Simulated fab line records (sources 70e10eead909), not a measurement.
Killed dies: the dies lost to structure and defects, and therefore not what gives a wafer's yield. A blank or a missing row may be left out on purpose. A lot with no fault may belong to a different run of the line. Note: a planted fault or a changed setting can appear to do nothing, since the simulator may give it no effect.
fab line records	flow nandHarc
record: lots: 24	wafers: 72	lastDay: 33
route steps=1302 shown P_CONTACT@232 P_M0@264 P_M2@329
lots untouched by any fault: they come from a run of this same line in which no faults occurred
startH: start of the lot's first displayed wafer, in hours after the record's first day	waitH: how many hours have passed since the lot's step before this one	" unchanged from the row above	L1.1+2: several wafers, shown together as one row	- value missing, or start not given	* or withheld: withheld	< > ~ a bound
route shown NAME@n: NAME is a module with steps in the file, n the number in the route of the first one	usual: mean/standard deviation taken from wafers without a fault	same: alike in all rows	chamber/n: place in a boat	sites: per-site readings	_std_site: how widely they spread, as a standard deviation	_edge_site: mean of outer sites minus mean of inner sites	radiusMm: how far each site lies from the wafer's centre	mask NAME#n: copy n	behind: the most recent tool/chamber to have shaped the wafer	hold: cause of the lot's hold/its duration in hours/its outcome	device: transistor that didn't switch, given as n, p or np	end of line: tests of these same wafers at the route's end	a step without rows: its recipe alone	killed: dies lost to structure and defects at the first sort, not the wafer's yield	map: shows each die of a wafer: x if killed, . if not, _ if none is there
set.NAME: the run value of the setting; set.NAME@STEP: its run value at that earlier step	model.NAME: the simulator's own value behind a step, which no gauge read
one table for each step of the route and one row for each wafer, over a sample of lots
services: the hour from which a tool's chamber was out of use, counted from the record's first day as startH (under 0 if before that day), plus the number of hours and why
== steps ==
step: NHARC_P_CONTACT_CD_MEAS_12
recipe: targetCdNm: 90	landingEnergyEv: 500
usual: cdNm: 89.8/0.6
lot.wafer	tool	chamber	startH	waitH	cdNm
L074.1	cdSem-03	0	116.99	-	90.2
L074.5	"	0	"	"	89.4
L074.6	"	0	"	"	90.4
L075.2	cdSem-03	0	132.17	-	90.8
L075.4	"	0	"	"	89.5
L075.5	"	0	"	"	90.4
L076.1	cdSem-03	0	132.57	-	90.4
L076.2	"	0	"	"	90.1
L076.4	"	0	"	"	90.6
L077.3	cdSem-01	0	147.65	-	89.7
L077.4	"	0	"	"	90.6
L077.5	"	0	"	"	89.6
L078.1	cdSem-03	0	154.77	-	89.2
L078.3	"	0	"	"	88.8
L078.4	"	0	"	"	89.2
L079.1	cdSem-02	0	170.35	-	89.5
L079.2	"	0	"	"	90.3
L079.3	"	0	"	"	88.8
L080.2	cdSem-03	0	181.00	-	89.3
L080.3	"	0	"	"	88.7
L080.5	"	0	"	"	90.1
L081.3	cdSem-01	0	192.95	-	90.3
L081.5	"	0	"	"	90.8
L081.6	"	0	"	"	90.0
L082.2	cdSem-02	0	205.86	-	90.2
L082.4	"	0	"	"	90.8
L082.5	"	0	"	"	90.3
L083.2	cdSem-02	0	213.24	-	91.1
L083.3	"	0	"	"	90.5
L083.6	"	0	"	"	90.1
L084.3	cdSem-03	0	227.89	-	90.3
L084.5	"	0	"	"	89.5
L084.6	"	0	"	"	89.7
L086.2	cdSem-01	0	235.79	-	90.1
L086.5	"	0	"	"	89.2
L086.6	"	0	"	"	90.2
L085.3	cdSem-02	0	236.22	-	89.8
L085.4	"	0	"	"	89.4
L085.5	"	0	"	"	90.4
L087.3	cdSem-03	0	247.43	-	90.2
L087.5	"	0	"	"	90.0
L087.6	"	0	"	"	90.5
L088.1	cdSem-02	0	263.31	-	89.3
L088.3	"	0	"	"	89.7
L088.6	"	0	"	"	90.0
L089.1	cdSem-02	0	274.36	-	90.0
L089.4	"	0	"	"	89.4
L089.5	"	0	"	"	89.9
L090.2	cdSem-02	0	277.46	-	89.4
L090.3	"	0	"	"	90.5
L090.6	"	0	"	"	89.6
L091.3	cdSem-03	0	289.98	-	90.4
L091.4	"	0	"	"	89.4
L091.5	"	0	"	"	89.6
L092.1	cdSem-02	0	299.86	-	88.5
L092.2	"	0	"	"	89.8
L092.5	"	0	"	"	89.3
L093.1	cdSem-03	0	300.43	-	90.7
L093.5	"	0	"	"	90.9
L093.6	"	0	"	"	90.4
L094.1	cdSem-03	0	314.24	-	89.4
L094.2	"	0	"	"	90.8
L094.5	"	0	"	"	89.6
L095.2	cdSem-02	0	324.83	-	89.5
L095.4	"	0	"	"	89.5
L095.5	"	0	"	"	89.8
L096.2	cdSem-02	0	333.69	-	90.2
L096.3	"	0	"	"	88.7
L096.4	"	0	"	"	90.0
L097.2	cdSem-01	0	348.24	-	90.5
L097.3	"	0	"	"	90.0
L097.6	"	0	"	"	89.8
step: NHARC_P_M0_OVL_MEAS_10
recipe: pitchNm: 180
usual: overlayXNm: 0.1/0.87	overlayYNm: -0.1/0.97
lot.wafer	tool	chamber	startH	waitH	overlayXNm	overlayYNm
L074.1	overlay-02	-	121.25	-	0.2	0.4
L074.5	"	-	"	"	0.8	-0.2
L074.6	"	-	"	"	0.7	0.2
L075.2	overlay-01	-	136.44	-	0.3	-0.5
L075.4	"	-	"	"	-0.3	-0.6
L075.5	"	-	"	"	-0.1	-0.7
L076.1	overlay-02	-	136.82	-	-1.0	-2.3
L076.2	"	-	"	"	-1.2	-2.6
L076.4	"	-	"	"	-1.2	-2.6
L077.3	overlay-01	-	151.83	-	-0.3	1.6
L077.4	"	-	"	"	-0.3	1.7
L077.5	"	-	"	"	-0.2	1.8
L078.1	overlay-01	-	159.01	-	0.4	0.2
L078.3	"	-	"	"	1.1	0.2
L078.4	"	-	"	"	1.0	0.5
L079.1	overlay-02	-	175.17	-	-0.9	1.5
L079.2	"	-	"	"	-0.5	1.3
L079.3	"	-	"	"	-0.7	1.2
L080.2	overlay-02	-	185.26	-	-1.9	-0.4
L080.3	"	-	"	"	-1.9	-0.4
L080.5	"	-	"	"	-2.0	-0.6
L081.3	overlay-02	-	197.22	-	0.0	-2.0
L081.5	"	-	"	"	0.5	-1.0
L081.6	"	-	"	"	0.1	-1.4
L082.2	overlay-02	-	210.15	-	0.9	-0.3
L082.4	"	-	"	"	0.2	-0.5
L082.5	"	-	"	"	0.4	0.1
L083.2	overlay-02	-	217.50	-	-0.9	0.7
L083.3	"	-	"	"	-0.7	0.6
L083.6	"	-	"	"	-1.0	0.8
L084.3	overlay-01	-	232.15	-	0.7	0.3
L084.5	"	-	"	"	0.5	0.4
L084.6	"	-	"	"	1.3	-0.1
L086.2	overlay-01	-	240.06	-	0.7	0.9
L086.5	"	-	"	"	0.9	0.4
L086.6	"	-	"	"	0.3	0.2
L085.3	overlay-01	-	240.49	-	-0.5	0.2
L085.4	"	-	"	"	-0.5	0.2
L085.5	"	-	"	"	-0.5	0.1
L087.3	overlay-02	-	251.74	-	0.0	-0.6
L087.5	"	-	"	"	0.0	-0.7
L087.6	"	-	"	"	0.7	-0.4
L088.1	overlay-01	-	267.62	-	0.2	-0.6
L088.3	"	-	"	"	0.9	-0.3
L088.6	"	-	"	"	0.6	-0.1
L089.1	overlay-01	-	278.64	-	0.6	0.8
L089.4	"	-	"	"	0.3	1.1
L089.5	"	-	"	"	0.3	0.8
L090.2	overlay-01	-	281.78	-	-0.1	-0.1
L090.3	"	-	"	"	0.0	-0.2
L090.6	"	-	"	"	-0.5	-0.8
L091.3	overlay-01	-	294.62	-	0.2	0.7
L091.4	"	-	"	"	-0.5	0.6
L091.5	"	-	"	"	-0.2	0.8
L092.1	overlay-01	-	304.12	-	-0.6	-0.4
L092.2	"	-	"	"	-0.1	-0.6
L092.5	"	-	"	"	0.2	-0.7
L093.1	overlay-01	-	304.66	-	0.9	-1.2
L093.5	"	-	"	"	1.7	-1.8
L093.6	"	-	"	"	1.1	-1.9
L094.1	overlay-02	-	318.53	-	-0.2	0.3
L094.2	"	-	"	"	0.0	0.3
L094.5	"	-	"	"	-0.3	0.1
L095.2	overlay-02	-	329.08	-	1.6	-0.5
L095.4	"	-	"	"	2.0	0.0
L095.5	"	-	"	"	1.4	-0.4
L096.2	overlay-01	-	337.82	-	-0.4	-1.1
L096.3	"	-	"	"	-0.5	-0.2
L096.4	"	-	"	"	-0.7	-0.3
L097.2	overlay-02	-	352.35	-	1.4	0.5
L097.3	"	-	"	"	1.6	0.7
L097.6	"	-	"	"	1.7	0.1
step: NHARC_P_M0_DEGAS_28
recipe: tempC: 250	timeS: 60
usual: heaterPowerW: 353/30
lot.wafer	tool	chamber	startH	waitH	heaterPowerW
L074.1	pvdSputter-02	-	122.28	-	366
L074.6	"	-	"	"	366
L074.5	"	-	"	"	388
L075.4	pvdSputter-02	-	137.54	-	366
L075.2	"	-	"	"	365
L075.5	"	-	"	"	359
L076.4	pvdSputter-03	-	137.99	-	298
L076.2	"	-	"	"	336
L076.1	"	-	"	"	279
L077.4	pvdSputter-01	-	152.84	-	346
L077.3	"	-	"	"	324
L077.5	"	-	"	"	342
L078.1	pvdSputter-02	-	160.04	-	393
L078.3	"	-	"	"	352
L078.4	"	-	"	"	374
L079.2	pvdSputter-02	-	176.28	-	364
L079.1	"	-	"	"	391
L079.3	"	-	"	"	367
L080.3	pvdSputter-02	-	186.28	-	413
L080.2	"	-	"	"	356
L080.5	"	-	"	"	360
L081.3	pvdSputter-02	-	198.31	-	370
L081.6	"	-	"	"	367
L081.5	"	-	"	"	353
L082.4	pvdSputter-03	-	211.17	-	298
L082.2	"	-	"	"	343
L082.5	"	-	"	"	294
L083.2	pvdSputter-03	-	218.56	-	296
L083.3	"	-	"	"	304
L083.6	"	-	"	"	358
L084.3	pvdSputter-02	-	233.29	-	361
L084.6	"	-	"	"	351
L084.5	"	-	"	"	401
L086.2	pvdSputter-01	-	241.07	-	346
L086.5	"	-	"	"	338
L086.6	"	-	"	"	350
L085.3	pvdSputter-02	-	241.53	-	394
L085.4	"	-	"	"	357
L085.5	"	-	"	"	360
L087.3	pvdSputter-03	-	252.77	-	359
L087.6	"	-	"	"	280
L087.5	"	-	"	"	298
L088.3	pvdSputter-02	-	268.93	-	368
L088.1	"	-	"	"	362
L088.6	"	-	"	"	410
L089.4	pvdSputter-02	-	279.66	-	362
L089.1	"	-	"	"	351
L089.5	"	-	"	"	371
L090.3	pvdSputter-01	-	282.80	-	312
L090.2	"	-	"	"	315
L090.6	"	-	"	"	310
L091.3	pvdSputter-02	-	295.64	-	345
L091.4	"	-	"	"	372
L091.5	"	-	"	"	354
L092.1	pvdSputter-02	-	305.17	-	383
L092.2	"	-	"	"	348
L092.5	"	-	"	"	389
L093.1	pvdSputter-01	-	305.74	-	307
L093.6	"	-	"	"	339
L093.5	"	-	"	"	336
L094.2	pvdSputter-03	-	319.59	-	352
L094.1	"	-	"	"	366
L094.5	"	-	"	"	343
L095.2	pvdSputter-02	-	330.16	-	365
L095.4	"	-	"	"	343
L095.5	"	-	"	"	367
L096.2	pvdSputter-02	-	338.84	-	352
L096.3	"	-	"	"	352
L096.4	"	-	"	"	385
L097.3	pvdSputter-02	-	353.94	-	384
L097.2	"	-	"	"	364
L097.6	"	-	"	"	391
step: NHARC_P_M0_ANNEAL_30
recipe: tempC: 225	timeS: 90
usual: wafer_temp_C_max: 226.3/0.33
lot.wafer	tool	chamber	startH	waitH	wafer_temp_C_max
L074.1	rtpAnneal-01	0	123.00	-	226.8
L074.5	"	0	"	"	225.9
L074.6	"	0	"	"	226.4
L075.2	rtpAnneal-01	0	138.32	0.3	226.7
L075.4	"	0	"	"	226.3
L075.5	"	0	"	"	226.6
L076.1	rtpAnneal-02	0	138.74	0.3	226.2
L076.2	"	0	"	"	226.4
L076.4	"	0	"	"	226.0
L077.3	rtpAnneal-02	0	153.69	-	225.8
L077.4	"	0	"	"	225.9
L077.5	"	0	"	"	226.5
L078.1	rtpAnneal-02	0	160.77	0.3	226.2
L078.3	"	0	"	"	226.3
L078.4	"	0	"	"	226.4
L079.1	rtpAnneal-01	0	177.01	0.3	226.1
L079.2	"	0	"	"	226.2
L079.3	"	0	"	"	226.3
L080.2	rtpAnneal-02	0	187.07	0.3	226.4
L080.3	"	0	"	"	226.3
L080.5	"	0	"	"	226.6
L081.3	rtpAnneal-01	0	199.15	-	226.3
L081.5	"	0	"	"	226.7
L081.6	"	0	"	"	226.3
L082.2	rtpAnneal-01	0	211.95	-	227.0
L082.4	"	0	"	"	226.3
L082.5	"	0	"	"	226.7
L083.2	rtpAnneal-01	0	219.33	-	226.4
L083.3	"	0	"	"	226.2
L083.6	"	0	"	"	226.6
L084.3	rtpAnneal-02	0	234.13	-	226.2
L084.5	"	0	"	"	226.2
L084.6	"	0	"	"	226.0
L086.2	rtpAnneal-01	0	241.87	-	226.6
L086.5	"	0	"	"	226.6
L086.6	"	0	"	"	226.8
L085.3	rtpAnneal-02	0	242.36	-	226.4
L085.4	"	0	"	"	226.3
L085.5	"	0	"	"	226.1
L087.3	rtpAnneal-02	0	253.63	0.3	226.0
L087.5	"	0	"	"	225.9
L087.6	"	0	"	"	225.7
L088.1	rtpAnneal-01	0	269.69	-	226.5
L088.3	"	0	"	"	226.6
L088.6	"	0	"	"	226.9
L089.1	rtpAnneal-02	0	280.39	-	226.2
L089.4	"	0	"	"	225.9
L089.5	"	0	"	"	225.7
L090.2	rtpAnneal-01	0	283.69	-	227.0
L090.3	"	0	"	"	226.5
L090.6	"	0	"	"	226.6
L091.3	rtpAnneal-02	0	296.93	0.4	225.9
L091.4	"	0	"	"	226.4
L091.5	"	0	"	"	225.9
L092.1	rtpAnneal-01	0	305.91	-	226.8
L092.2	"	0	"	"	226.2
L092.5	"	0	"	"	226.5
L093.1	rtpAnneal-02	0	306.45	0.3	226.5
L093.5	"	0	"	"	225.8
L093.6	"	0	"	"	225.9
L094.1	rtpAnneal-02	0	320.32	-	225.9
L094.2	"	0	"	"	226.0
L094.5	"	0	"	"	225.9
L095.2	rtpAnneal-01	0	330.96	0.4	226.0
L095.4	"	0	"	"	226.3
L095.5	"	0	"	"	226.2
L096.2	rtpAnneal-01	0	339.63	0.3	226.3
L096.3	"	0	"	"	226.7
L096.4	"	0	"	"	226.2
L097.2	rtpAnneal-02	0	354.73	-	225.8
L097.3	"	0	"	"	226.5
L097.6	"	0	"	"	226.0
step: NHARC_P_M2_OVL_MEAS_10
recipe: pitchNm: 340
usual: overlayXNm: 0.1/0.74	overlayYNm: 0.0/0.72
lot.wafer	tool	chamber	startH	waitH	overlayXNm	overlayYNm
L074.1	overlay-02	-	129.64	-	-1.8	0.3
L074.5	"	-	"	"	-1.9	-0.4
L074.6	"	-	"	"	-2.6	-0.1
L075.2	overlay-02	-	144.66	-	-1.6	0.7
L075.4	"	-	"	"	-1.0	0.5
L075.5	"	-	"	"	-1.3	1.1
L076.1	overlay-02	-	145.32	-	-0.8	-0.4
L076.2	"	-	"	"	0.2	-0.7
L076.4	"	-	"	"	-0.7	-0.7
L077.3	overlay-02	-	159.91	-	1.0	-0.2
L077.4	"	-	"	"	1.0	-0.2
L077.5	"	-	"	"	1.2	-0.2
L078.1	overlay-01	-	167.48	-	0.2	-0.3
L078.3	"	-	"	"	0.5	-0.9
L078.4	"	-	"	"	0.2	-0.3
L079.1	overlay-01	-	183.69	-	0.4	0.4
L079.2	"	-	"	"	0.3	0.1
L079.3	"	-	"	"	0.1	0.0
L080.2	overlay-01	-	193.37	-	0.6	1.1
L080.3	"	-	"	"	0.5	0.8
L080.5	"	-	"	"	0.5	1.1
L081.3	overlay-01	-	205.47	-	0.4	-1.5
L081.5	"	-	"	"	-0.3	-0.4
L081.6	"	-	"	"	-0.3	-1.5
L082.2	overlay-02	-	218.25	-	0.6	-0.3
L082.4	"	-	"	"	0.1	-0.1
L082.5	"	-	"	"	0.3	-0.4
L083.2	overlay-02	-	225.52	-	0.0	1.5
L083.3	"	-	"	"	0.4	1.7
L083.6	"	-	"	"	0.2	1.9
L084.3	overlay-02	-	240.48	-	0.2	-0.1
L084.5	"	-	"	"	0.4	-0.5
L084.6	"	-	"	"	0.4	-0.2
L086.2	overlay-01	-	248.26	-	-0.1	0.3
L086.5	"	-	"	"	-0.4	-0.3
L086.6	"	-	"	"	-0.3	-0.1
L085.3	overlay-02	-	248.70	-	0.2	0.5
L085.4	"	-	"	"	0.1	-0.3
L085.5	"	-	"	"	0.3	0.4
L087.3	overlay-02	-	259.84	-	0.2	-0.6
L087.5	"	-	"	"	0.8	-0.7
L087.6	"	-	"	"	0.4	0.1
L088.1	overlay-02	-	276.36	-	0.3	-0.5
L088.3	"	-	"	"	0.3	-0.6
L088.6	"	-	"	"	0.7	-0.5
L089.1	overlay-02	-	286.85	-	-0.4	0.8
L089.4	"	-	"	"	-0.1	0.2
L089.5	"	-	"	"	-0.9	1.0
L090.2	overlay-01	-	290.61	-	1.1	-0.7
L090.3	"	-	"	"	0.8	-1.2
L090.6	"	-	"	"	1.1	-1.0
L091.3	overlay-01	-	303.54	-	0.2	1.3
L091.4	"	-	"	"	0.0	0.3
L091.5	"	-	"	"	-0.1	1.2
L092.1	overlay-02	-	312.41	-	-0.7	-0.7
L092.2	"	-	"	"	-0.1	-0.6
L092.5	"	-	"	"	-0.6	-1.2
L093.1	overlay-01	-	313.00	-	0.5	0.3
L093.5	"	-	"	"	0.5	0.1
L093.6	"	-	"	"	0.1	-0.2
L094.1	overlay-01	-	326.78	-	0.6	0.1
L094.2	"	-	"	"	-0.2	0.3
L094.5	"	-	"	"	0.8	1.1
L095.2	overlay-02	-	337.11	-	-0.7	0.3
L095.4	"	-	"	"	-0.4	0.2
L095.5	"	-	"	"	0.4	0.6
L096.2	overlay-02	-	346.02	-	1.2	0.9
L096.3	"	-	"	"	0.7	1.2
L096.4	"	-	"	"	1.2	1.1
L097.2	overlay-01	-	361.18	-	-0.7	-0.6
L097.3	"	-	"	"	-0.7	-0.4
L097.6	"	-	"	"	-0.9	-0.3
step: NHARC_P_M2_CMP_23
recipe: tOverpolishS: 20	targetThkNm: 144.3
usual: motorCurrentA: 12.0/1.3	retainingRingPressureFrac: 1.001/0.0054	timeToEndpointS: 29/3.3
lot.wafer	tool	chamber	startH	waitH	motorCurrentA	retainingRingPressureFrac	timeToEndpointS
L074.1	cmp-03	0	131.89	-	14.6	0.997	28
L074.6	"	0	"	"	14.3	0.996	27
L074.5	"	1	"	"	11.0	1.002	26
L075.4	cmp-04	3	146.88	-	12.2	1.002	28
L075.2	"	2	"	"	15.1	0.998	35
L075.5	"	3	"	"	12.4	0.992	28
L076.4	cmp-01	2	147.51	-	12.3	1.002	25
L076.2	"	3	"	"	11.5	1.001	30
L076.1	"	0	"	"	11.6	0.996	30
L077.3	cmp-03	2	162.16	-	10.9	1.009	26
L077.4	"	0	"	"	14.7	1.015	28
L077.5	"	3	"	"	10.5	1.004	29
L078.1	cmp-04	0	169.71	-	11.7	0.996	34
L078.3	"	1	"	"	12.1	1.004	34
L078.4	"	2	"	"	13.9	0.997	34
L079.2	cmp-04	3	185.98	-	13.5	1.012	25
L079.1	"	1	"	"	12.4	0.990	35
L079.3	"	2	"	"	14.3	0.995	40
L080.3	cmp-03	3	195.59	-	10.6	1.004	26
L080.2	"	2	"	"	11.1	0.996	26
L080.5	"	0	"	"	13.6	1.001	25
L081.3	cmp-03	2	207.66	-	10.3	0.998	25
L081.5	"	2	"	"	10.9	1.004	24
L081.6	"	3	"	"	9.9	1.005	30
L082.2	cmp-03	1	220.53	-	11.4	0.999	26
L082.4	"	0	"	"	13.7	1.010	31
L082.5	"	2	"	"	10.6	0.998	31
L083.2	cmp-04	1	227.80	-	12.7	1.001	30
L083.3	"	3	"	"	13.3	1.001	27
L083.6	"	2	"	"	14.8	0.999	32
L084.3	cmp-01	3	242.70	-	11.5	0.991	29
L084.6	"	2	"	"	13.2	1.005	27
L084.5	"	3	"	"	11.7	0.998	31
L086.2	cmp-03	0	250.48	-	14.7	1.018	24
L086.6	"	0	"	"	13.7	1.009	24
L086.5	"	1	"	"	11.4	0.991	23
L085.3	cmp-01	1	250.98	-	11.1	1.002	31
L085.4	"	3	"	"	11.3	0.999	33
L085.5	"	1	"	"	10.7	1.004	30
L087.3	cmp-01	0	262.09	-	11.0	1.004	30
L087.5	"	3	"	"	11.4	0.994	32
L087.6	"	0	"	"	11.0	0.998	30
L088.1	cmp-04	1	279.05	-	11.9	1.007	29
L088.3	"	2	"	"	14.6	1.001	32
L088.6	"	1	"	"	12.8	0.996	30
L089.4	cmp-01	2	290.09	-	12.8	0.998	26
L089.1	"	3	"	"	11.6	1.010	29
L089.5	"	3	"	"	11.2	1.003	31
L090.3	cmp-01	0	293.47	-	11.4	1.005	27
L090.2	"	3	"	"	11.3	1.002	30
L090.6	"	0	"	"	11.5	1.000	30
L091.4	cmp-04	3	305.85	-	12.9	1.007	24
L091.3	"	0	"	"	11.8	0.998	29
L091.5	"	0	"	"	11.7	0.996	30
L092.2	cmp-03	0	314.77	-	14.3	1.006	29
L092.1	"	3	"	"	10.4	1.003	35
L092.5	"	0	"	"	13.8	0.996	31
L093.1	cmp-04	1	315.25	-	11.7	0.999	34
L093.6	"	0	"	"	11.6	1.007	30
L093.5	"	1	"	"	13.0	0.989	32
L094.1	cmp-04	2	329.06	-	15.4	1.000	30
L094.2	"	3	"	"	13.3	1.002	26
L094.5	"	0	"	"	11.6	0.994	27
L095.2	cmp-01	1	339.37	-	10.5	0.999	27
L095.4	"	2	"	"	12.7	1.006	25
L095.5	"	0	"	"	10.5	0.992	27
L096.2	cmp-03	2	348.25	-	10.6	0.997	28
L096.4	"	3	"	"	10.2	0.998	29
L096.3	"	0	"	"	13.4	1.005	27
L097.2	cmp-04	1	363.43	-	12.9	0.990	32
L097.3	"	2	"	"	13.8	1.008	31
L097.6	"	0	"	"	11.0	1.005	29
== services ==
tool	chamber	startH	hours	kind
pvdSputter-02	-	104.00	10.0	pm
cmp-04	-	104.35	2.3	repair
cmp-04	-	111.07	4.0	pm
cmp-04	-	121.70	8.3	repair
cmp-03	-	122.51	6.3	repair
cmp-01	-	128.44	1.2	repair
cmp-03	-	162.33	4.0	pm
pvdSputter-03	-	170.03	10.0	pm
cmp-03	-	173.72	1.4	repair
cmp-01	-	185.90	4.0	pm
cmp-03	-	191.10	4.4	repair
pvdSputter-03	-	198.86	4.8	repair
cmp-04	-	209.07	4.0	pm
cmp-03	-	223.71	0.4	repair
cmp-04	-	247.62	1.8	repair
cmp-03	-	260.33	4.0	pm
cmp-01	-	280.31	1.3	repair
pvdSputter-02	-	282.00	10.0	pm
cmp-01	-	284.03	4.0	pm
cmp-04	-	307.07	4.0	pm
cmp-03	-	343.09	0.4	repair
cmp-01	-	350.33	4.3	repair
cmp-04	-	355.29	0.9	repair
cmp-03	-	358.33	4.0	pm
== key ==
fault none
